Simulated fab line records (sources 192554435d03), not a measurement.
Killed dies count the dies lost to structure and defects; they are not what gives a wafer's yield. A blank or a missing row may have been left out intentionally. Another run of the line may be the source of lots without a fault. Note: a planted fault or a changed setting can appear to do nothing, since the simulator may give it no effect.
fab line records	flow n5Finfet
record: lots: 9	wafers: 26	lastDay: 19
route steps=1938 shown HKMG_FIN@386 BEOL_M4@1111
lots that met no fault: taken from a fault-free run of the same line
startH: hours from the record's first day to the start of the lot's first wafer shown	waitH: time in hours since the lot's previous step	" unchanged from the row above	L1.1+2: a single row standing in for several wafers	- value missing, or start not given	* or withheld: withheld	< > ~ a bound
route shown NAME@n: NAME is a module with steps in the file, n the number in the route of the first one	usual: mean and standard deviation over wafers with no fault	same: alike in all rows	chamber/n: place in a boat	sites: per-site readings	_std_site: the standard deviation of these	_edge_site: the outer-site mean with the inner-site mean subtracted	radiusMm: for every site, how far away it sits from the centre of the wafer	mask NAME#n: copy n	behind: the most recent tool/chamber to have shaped the wafer	hold: reason for holding the lot/hours on hold/outcome of the hold	device: the n, p or np transistor that did not switch	end of line: tests run on the same wafers once the route is complete	for a step that has no rows: nothing shown but its recipe	killed: not the wafer's yield, but the dies lost to structure and defects at the first sort	map: a wafer's dies, x killed, . not, _ none there
set.NAME: setting as actually run; set.NAME@STEP: the setting as run at that earlier step	model.NAME: the simulator's own value behind a step, which no gauge read
one table for each step of the route and one row for each wafer, over a sample of lots
services: a tool's chamber out of use, with start hour (startH, from the record's first day; less than 0 if before it), hours out, and reason
== steps ==
step: N5_HKMG_FIN_HK_ALD_01
recipe: material: HfO2	targetThkA: 16	tempC: withheld	aldPrecursorFamily: HfCl4	aldCoReactant: H2O	pulseTimeS: 3	purgeTimeS: 3	coReactantPurgeTimeS: 2.5	coReactantPulseTimeS: 0.3	aldCycles: 30
usual: aldCycles: 30/0	precursorPulseHeightRel: 0.999/0.018
same: pulseTimeS: 3
lot.wafer	tool	chamber	startH	waitH	aldCycles	precursorPulseHeightRel
L922.1	aldHk-02	1	70.80	0.0	30	0.996
L922.3	"	3	"	"	30	0.999
L922.5	"	2	"	"	30	0.973
L923.2	aldHk-02	1	78.87	0.0	30	0.983
L923.3	"	2	"	"	30	0.977
L923.6	"	1	"	"	30	0.990
L930.2	aldHk-02	2	119.49	0.0	30	0.998
L930.3	"	1	"	"	30	0.997
L930.5	"	0	"	"	30	1.010
L932.2	aldHk-02	3	130.44	0.0	30	0.997
L932.4	"	1	"	"	30	1.001
L932.5	"	1	"	"	30	1.005
L934.2	aldHk-03	2	143.22	0.0	30	1.035
L934.4	"	1	"	"	30	1.005
L937.2	aldHk-03	1	161.44	0.0	30	1.010
L937.3	"	0	"	"	30	0.984
L937.5	"	3	"	"	30	1.019
L939.1	aldHk-01	1	173.90	0.1	30	0.976
L939.3	"	2	"	"	30	0.962
L939.6	"	3	"	"	30	0.982
L940.1	aldHk-03	2	177.41	0.0	30	0.999
L940.2	"	1	"	"	30	0.989
L940.6	"	3	"	"	30	0.999
L943.4	aldHk-01	1	203.74	0.0	30	1.013
L943.5	"	1	"	"	30	0.988
L943.6	"	2	"	"	30	0.988
step: N5_HKMG_FIN_ALD_74
recipe: material: La2O3	targetThkA: 5	tempC: 250	aldPrecursorFamily: La-Cp	aldCoReactant: O3	pulseTimeS: 6	coReactantPulseTimeS: 1	purgeTimeS: 3	coReactantPurgeTimeS: 3
usual: heaterPowerW: 353/42	precursorPulseHeightRel: 1.002/0.018
same: pulseTimeS: 6
lot.wafer	tool	chamber	startH	waitH	heaterPowerW	precursorPulseHeightRel
L922.1	aldHk-03	1	71.20	0.2	312	1.007
L922.3	"	3	"	"	314	1.002
L922.5	"	0	"	"	315	0.965
L923.2	aldHk-03	3	79.52	0.2	315	1.021
L923.3	"	0	"	"	307	1.016
L923.6	"	0	"	"	307	0.970
L930.2	aldHk-01	1	119.89	0.2	377	1.010
L930.3	"	2	"	"	421	0.997
L930.5	"	2	"	"	403	0.983
L932.2	aldHk-01	2	130.84	0.2	409	0.997
L932.4	"	3	"	"	320	1.034
L932.5	"	0	"	"	351	0.991
L934.2	aldHk-02	1	143.63	0.2	414	1.019
L934.4	"	3	"	"	285	1.015
L937.2	aldHk-02	0	162.25	0.3	394	1.003
L937.3	"	2	"	"	339	0.970
L937.5	"	3	"	"	293	1.012
L939.1	aldHk-02	1	174.46	0.2	423	1.001
L939.3	"	3	"	"	287	0.982
L939.6	"	3	"	"	300	0.982
L940.1	aldHk-02	1	177.82	0.2	424	1.009
L940.2	"	0	"	"	394	1.010
L940.6	"	1	"	"	406	0.976
L943.4	aldHk-02	0	204.14	0.1	380	1.009
L943.5	"	0	"	"	380	0.992
L943.6	"	3	"	"	293	0.999
step: N5_HKMG_FIN_ALD_36
recipe: material: TiN	targetThkA: 10	tempC: 400	aldPrecursorFamily: TiCl4	aldCoReactant: NH3	pulseTimeS: 1	purgeTimeS: 3	coReactantPurgeTimeS: 2	coReactantPulseTimeS: 2	aldCycles: 47	pressureTorr: 3
usual: aldCycles: 47/0	heaterPowerW: 879/86	precursorPulseHeightRel: 1.000/0.021
same: pulseTimeS: 1
lot.wafer	tool	chamber	startH	waitH	aldCycles	heaterPowerW	precursorPulseHeightRel
L922.1	aldMetal-02	0	74.03	0.0	47	921	1.003
L922.3	"	3	"	"	47	836	1.000
L922.5	"	1	"	"	47	924	0.996
L923.2	aldMetal-01	0	82.28	0.0	47	969	1.016
L923.3	"	2	"	"	47	904	1.001
L923.6	"	3	"	"	47	861	0.966
L930.2	aldMetal-02	2	122.65	0.0	47	940	1.028
L930.3	"	3	"	"	47	849	0.987
L930.5	"	1	"	"	47	934	1.003
L932.2	aldMetal-02	0	133.60	0.0	60	928	0.996
L932.4	"	0	"	"	47	939	0.973
L932.5	"	1	"	"	60	903	1.006
L934.2	aldMetal-02	2	146.59	0.0	60	942	1.015
L934.4	"	3	"	"	47	851	1.000
L937.2	aldMetal-02	3	165.01	0.0	60	849	0.996
L937.3	"	1	"	"	47	943	1.019
L937.5	"	0	"	"	60	931	0.982
L939.1	aldMetal-01	2	177.29	0.0	47	928	0.954
L939.3	"	1	"	"	47	711	0.988
L939.6	"	1	"	"	47	680	0.991
L940.1	aldMetal-01	2	180.96	0.0	47	894	1.017
L940.2	"	3	"	"	47	870	0.997
L940.6	"	3	"	"	47	877	0.996
L943.4	aldMetal-03	3	207.26	0.0	47	745	1.023
L943.5	"	3	"	"	47	755	1.021
L943.6	"	0	"	"	47	1020	0.991
step: N5_HKMG_FIN_DESCUM_17
recipe: chemistry: O2	timeS: 7.9	sourcePowerW: 50	biasPowerW: 20	pressureMtorr: 20	rfFrequencyHz: 2.712e+07	tempC: 40	resist: CAR-ArF	o2FlowSccm: 225
usual: drypumpMotorCurrentA: 5.8/0.51	oesProductAu: 0.78/0.078	rfVppV: 243.3/1.2	showerheadPlenumPTorr: 2.10/0.049	throttleValvePct: 20.52/0.17
lot.wafer	tool	chamber	startH	waitH	drypumpMotorCurrentA	oesProductAu	rfHoursCounterH	rfVppV	showerheadPlenumPTorr	throttleValvePct
L922.1	rieDiel-05	1	75.28	0.0	6.6	0.82	109	243.2	2.11	20.23
L922.3	"	0	"	"	5.7	0.88	40	246.8	2.22	20.46
L922.5	"	0	"	"	5.7	0.86	-	247.1	2.22	20.47
L923.2	rieDiel-04	1	88.33	0.0	6.2	0.69	226	242.8	2.06	20.54
L923.3	"	0	"	"	6.2	0.70	225	245.7	2.15	20.52
L923.6	"	3	"	"	5.5	0.67	-	245.7	2.14	20.56
L930.2	rieDiel-04	2	123.77	0.0	5.6	0.72	160	243.3	2.09	20.67
L930.3	"	0	"	"	6.2	0.68	236	243.9	2.15	20.54
L930.5	"	1	"	"	6.2	0.68	-	243.2	2.05	20.54
L932.2	rieDiel-04	0	134.84	0.0	6.2	0.68	239	244.6	2.15	20.54
L932.4	"	1	"	"	6.2	0.69	240	242.1	2.05	20.55
L932.5	"	2	"	"	5.5	0.72	-	244.7	2.09	20.67
L934.2	rieDiel-01	2	147.83	0.0	5.0	0.70	233	244.8	2.15	20.39
L934.4	"	1	"	"	5.6	0.77	158	242.2	2.10	20.67
L937.2	rieDiel-01	1	166.29	0.2	5.6	0.77	164	244.3	2.10	20.67
L937.3	"	2	"	"	5.0	0.70	239	244.3	2.15	20.40
L937.5	"	0	"	"	6.5	0.89	-	240.0	2.04	20.32
L939.1	rieDiel-01	1	178.98	0.6	5.6	0.76	168	242.4	2.10	20.70
L939.3	"	0	"	"	6.5	0.87	52	240.9	2.04	20.33
L939.6	"	3	"	"	5.2	0.77	-	243.1	2.10	20.72
L940.1	rieDiel-01	2	182.52	0.3	4.9	0.69	244	245.6	2.15	20.40
L940.2	"	1	"	"	5.7	0.76	169	243.3	2.10	20.68
L940.6	"	2	"	"	5.0	0.69	-	242.9	2.15	20.40
L943.4	rieDiel-05	1	208.38	0.0	6.6	0.78	146	243.0	2.10	20.29
L943.5	"	2	"	"	6.0	0.73	-	244.4	2.17	20.76
L943.6	"	1	"	"	6.6	0.78	-	242.5	2.10	20.28
step: N5_BEOL_M4_RC_MEAS_101
usual: DIBL_N: 36.6/1.3	DIBL_P: 36.4/1.4	IOFF_N: 0.167/0.023	IOFF_P: 0.219/0.029	IOFF_P_LIN: 0.104/0.012	IOFF_P_LONG: 0.000108/9.9e-06	ION_N: 678/8.7	ION_P: 464/6.4	SS_N: 71.5/0.53	SS_P: 73.4/0.57	VT_N: 248.5/2.8	VT_P: -249/3.1	VT_P_LONG: -275/3.3	VT_P_LVT: -99.0/2.7
lot.wafer	tool	chamber	startH	waitH	DIBL_N[mV/V]	DIBL_P[mV/V]	IOFF_N[nA/um]	IOFF_P[nA/um]	IOFF_P_LIN[nA/um]	IOFF_P_LONG[nA/um]	ION_N[uA/um]	ION_P[uA/um]	SS_N[mV/dec]	SS_P[mV/dec]	VT_N[mV]	VT_P[mV]	VT_P_LONG[mV]	VT_P_LVT[mV]
L922.1	prober-01	0	185.19	0.0	37.4	37.4	0.195	0.237	0.108	0.000109	697	467	72.2	73.3	243.2	-248	-273	-96.9
L922.3	"	0	"	"	37.8	37.4	0.193	0.224	0.103	0.000106	690	465	70.9	72.9	245.4	-249	-275	-96.9
L922.5	"	0	"	"	36.8	36.8	0.171	0.216	0.101	0.000108	683	465	71.2	73.5	248.1	-250	-274	-97.3
L923.2	prober-01	0	198.35	0.2	39.7	38.0	0.211	0.267	0.119	0.000111	692	469	72.4	74.2	244.7	-246	-275	-95.2
L923.3	"	0	"	"	37.9	35.7	0.180	0.226	0.107	0.000104	686	469	71.0	73.1	245.5	-248	-272	-97.1
L923.6	"	0	"	"	37.8	35.3	0.174	0.220	0.104	0.000111	674	463	71.6	72.9	247.3	-249	-275	-96.4
L930.2	prober-02	0	254.80	0.2	35.0	34.1	0.133	0.192	0.099	0.000112	666	462	70.6	72.9	252.4	-249	-273	-99.6
L930.3	"	0	"	"	37.0	36.9	0.166	0.239	0.115	0.000121	681	471	71.8	73.5	247.1	-247	-274	-97.0
L930.5	"	0	"	"	37.8	37.1	0.169	0.238	0.114	0.000115	669	459	71.9	73.4	250.5	-246	-274	-97.6
L932.2	prober-01	0	283.34	0.2	34.9	34.7	0.143	0.260	0.129	0.000133	674	475	71.2	72.9	250.8	-243	-268	-92.6
L932.4	"	0	"	"	36.6	36.5	0.170	0.208	0.099	0.000108	669	458	71.6	73.3	247.6	-249	-275	-99.2
L932.5	"	0	"	"	34.6	34.2	0.131	0.254	0.127	0.000137	664	476	70.7	72.7	249.2	-241	-265	-91.7
L934.2	prober-02	0	290.19	0.2	35.6	34.4	0.147	0.275	0.136	0.000132	673	473	70.7	73.2	250.9	-241	-265	-92.1
L934.4	"	0	"	"	35.9	35.5	0.152	0.214	0.103	0.000103	671	464	71.7	73.0	248.8	-248	-272	-100.0
L937.2	prober-02	0	296.83	0.2	37.3	36.1	0.187	0.343	0.161	0.000154	675	479	72.4	73.5	248.7	-236	-260	-87.4
L937.3	"	0	"	"	38.8	38.8	0.219	0.290	0.130	0.000119	681	468	72.3	75.0	245.4	-244	-271	-93.7
L937.5	"	0	"	"	37.2	35.9	0.181	0.338	0.159	0.00015	669	474	72.7	73.2	246.8	-236	-261	-86.8
L940.1	prober-02	0	332.15	0.0	35.9	35.4	0.156	0.219	0.104	0.000115	675	464	70.9	73.2	246.8	-250	-272	-95.7
L940.2	"	0	"	"	35.2	35.2	0.148	0.225	0.108	0.000115	681	472	70.5	73.5	249.7	-248	-273	-95.3
L940.6	"	0	"	"	36.6	36.0	0.169	0.230	0.107	0.000117	681	466	70.9	73.4	246.5	-248	-271	-96.1
L939.1	prober-02	0	334.87	0.0	35.9	35.8	0.145	0.185	0.091	9.6e-05	671	463	70.8	72.9	248.9	-254	-280	-101.1
L939.3	"	0	"	"	37.9	39.4	0.187	0.237	0.107	9.8e-05	676	460	71.9	74.0	245.3	-249	-278	-98.9
L939.6	"	0	"	"	36.3	36.2	0.144	0.190	0.093	9.8e-05	673	460	71.6	73.7	253.4	-252	-278	-103.1
L943.4	prober-01	0	351.61	0.5	37.1	39.1	0.171	0.247	0.111	0.000108	674	463	72.1	73.3	249.8	-248	-273	-97.0
L943.5	"	0	"	"	37.7	38.4	0.176	0.233	0.107	0.000106	675	465	72.4	73.7	250.0	-248	-274	-98.5
L943.6	"	0	"	"	36.9	38.3	0.168	0.222	0.103	0.0001	678	466	71.7	73.8	252.3	-251	-274	-100.3
== services ==
tool	chamber	startH	hours	kind
rieDiel-04	1	61.26	8.9	repair
aldHk-03	-	83.48	1.0	repair
aldMetal-01	-	89.01	2.8	pm
aldHk-01	-	97.28	14.6	pm
aldMetal-01	-	100.45	0.6	repair
rieDiel-04	3	101.78	-	clean
rieDiel-04	3	101.78	-	consumableReplace:focusRing
rieDiel-04	3	101.78	28.4	scheduledDown
rieDiel-04	-	119.54	2.3	repair
aldMetal-02	2	127.61	13.4	repair
rieDiel-05	-	132.88	14.6	pm
aldMetal-02	1	137.33	14.8	repair
aldHk-02	-	157.55	2.0	repair
rieDiel-05	1	173.90	8.8	repair
rieDiel-04	1	176.16	8.1	repair
aldMetal-02	-	179.38	14.6	pm
aldHk-01	-	181.95	4.3	pm
rieDiel-01	0	182.28	1.9	repair
rieDiel-01	2	190.80	1.6	repair
aldMetal-02	-	193.98	2.8	pm
rieDiel-01	2	204.69	-	clean
rieDiel-01	2	204.69	-	consumableReplace:focusRing
rieDiel-01	2	204.69	23.2	scheduledDown
rieDiel-01	2	204.69	23.2	ventCycle
== key ==
firstSign: step: N5_HKMG_FIN_ALD_36	reading: aldCycles	direction: up	sigmas: 99+	usual: *	struck: *
effect: step: N5_BEOL_M4_RC_MEAS_101	reading: VT_P_LONG	direction: up	sigmas: 3.4	usual: -275	struck: -264
effect: step: N5_BEOL_M4_RC_MEAS_101	reading: IOFF_P_LONG	direction: up	sigmas: 3.3	usual: 0.000108	struck: 0.000141
effect: step: N5_BEOL_M4_RC_MEAS_101	reading: IOFF_P_LIN	direction: up	sigmas: 3.3	usual: 0.104	struck: 0.142
effect: step: N5_BEOL_M4_RC_MEAS_101	reading: VT_P	direction: up	sigmas: 3.3	usual: -249	struck: -239
effect: step: N5_BEOL_M4_RC_MEAS_101	reading: VT_P_LVT	direction: up	sigmas: 3.3	usual: -99.0	struck: -90.1
effect: step: N5_BEOL_M4_RC_MEAS_101	reading: IOFF_P	direction: up	sigmas: 2.6	usual: 0.219	struck: 0.294
effect: step: N5_BEOL_M4_RC_MEAS_101	reading: ION_P	direction: up	sigmas: 1.8	usual: 464	struck: 475
metAt N5_HKMG_FIN_ALD_36
struckLots L932,L934,L937
struckWafers L932.2,L932.5,L934.2,L937.2,L937.5
notActingAt N5_HKMG_FIN_HK_ALD_01,N5_HKMG_FIN_ALD_74,N5_HKMG_FIN_DESCUM_17
onsetBetween 122.65 133.60
fault: kind: processParameterDrift	tool: aldMetal-02	chamber: -	onsetH: 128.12	steps: N5_HKMG_FIN_ALD_36	channel: aldCycles	offset: *	shape: step	endH: 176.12	scope: struckWafersOnly	actsIn: *	stated: *
